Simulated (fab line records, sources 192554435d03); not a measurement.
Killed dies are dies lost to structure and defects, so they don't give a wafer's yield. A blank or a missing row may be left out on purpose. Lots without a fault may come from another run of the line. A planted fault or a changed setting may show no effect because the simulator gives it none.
Chamber matching | flow n5_finfet | N5_BEOL_M9_ETCH_66 on rie_diel-05: 4 sister chambers
The step etches SOC in N2/H2, target depth 80 nm, overetch 16 nm, time 120 s. 18 wafers are shown with their chamber, then 9 later ones without.

WAFERS WITH THEIR CHAMBER
wafer  | chamber | drypump_motor_current_A (A) | oes_product_au (a.u.) | throttle_valve_pct (%)
L078.3 | 2       | 6.06                        | 0.53                  | 18.2
L078.5 | 3       | 5.63                        | 0.67                  | 17.6
L078.6 | 2       | 6.00                        | 0.54                  | 18.2
L081.1 | 0       | 5.63                        | 0.68                  | 17.4
L081.3 | 2       | 6.07                        | 0.52                  | 18.2
L081.6 | 1       | 5.93                        | 0.52                  | 18.2
L080.1 | 0       | 5.64                        | 0.67                  | 17.4
L080.2 | 2       | 6.05                        | 0.53                  | 18.2
L080.3 | 1       | 5.92                        | 0.52                  | 18.2
L083.3 | 0       | 5.61                        | 0.67                  | 17.3
L083.4 | 3       | 5.64                        | 0.66                  | 17.7
L083.6 | 2       | 6.06                        | 0.52                  | 18.2
L084.1 | 2       | 6.04                        | 0.52                  | 18.2
L084.4 | 3       | 5.64                        | 0.65                  | 17.7
L084.6 | 1       | 5.92                        | 0.52                  | 18.2
L086.1 | 1       | 5.93                        | 0.52                  | 18.3
L086.2 | 0       | 5.60                        | 0.67                  | 17.4
L086.3 | 2       | 6.05                        | 0.52                  | 18.2

SIGNATURES (means of the wafers above)
reading                 | chamber 0 | chamber 1 | chamber 2 | chamber 3 | scatter within a chamber
drypump_motor_current_A | 5.6200    | 5.9250    | 6.0471    | 5.6367    | 0.0175
oes_product_au          | 0.6725    | 0.5200    | 0.5257    | 0.6600    | 0.0068
throttle_valve_pct      | 17.375    | 18.225    | 18.200    | 17.667    | 0.0393
Rule: a wafer's distance from a chamber is the root of the sum, over the readings, of the square of ((its reading less the chamber's mean) divided by the reading's scatter). The wafer belongs to the nearest chamber; if the next one is less than 2 further off, it can't be placed. The scatter: the root of (the sum of the squares of (reading less its chamber's mean) over the shown wafers, divided by (wafers less chambers)).

WAFERS WITHOUT THEIR CHAMBER
wafer  | drypump_motor_current_A (A) | oes_product_au (a.u.) | throttle_valve_pct (%)
L089.3 | 6.06                        | 0.52                  | 18.2
L089.4 | 5.92                        | 0.52                  | 18.3
L089.6 | 5.91                        | 0.52                  | 18.3
L092.1 | 5.65                        | 0.65                  | 17.4
L092.2 | 5.90                        | 0.73                  | 17.8
L092.5 | 5.92                        | 0.72                  | 17.7
L094.3 | 5.64                        | 0.63                  | 17.7
L094.4 | 5.64                        | 0.63                  | 17.7
L094.5 | 5.92                        | 0.73                  | 17.7

WHICH CHAMBER EACH WENT THROUGH
wafer  | from the rows above     | in truth
L089.3 | 2                       | 2
L089.4 | 1                       | 1
L089.6 | 1                       | 1
L092.1 | 0                       | 0
L092.2 | 3                       | 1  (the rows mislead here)
L092.5 | can't be placed: 3 or 0 | 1
L094.3 | 3                       | 3
L094.4 | 3                       | 3
L094.5 | can't be placed: 3 or 0 | 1
Placed correctly: 6 of 9. Can't be placed from these rows: 2 (the true chamber is among the candidates in 0). Placed wrongly: 1.
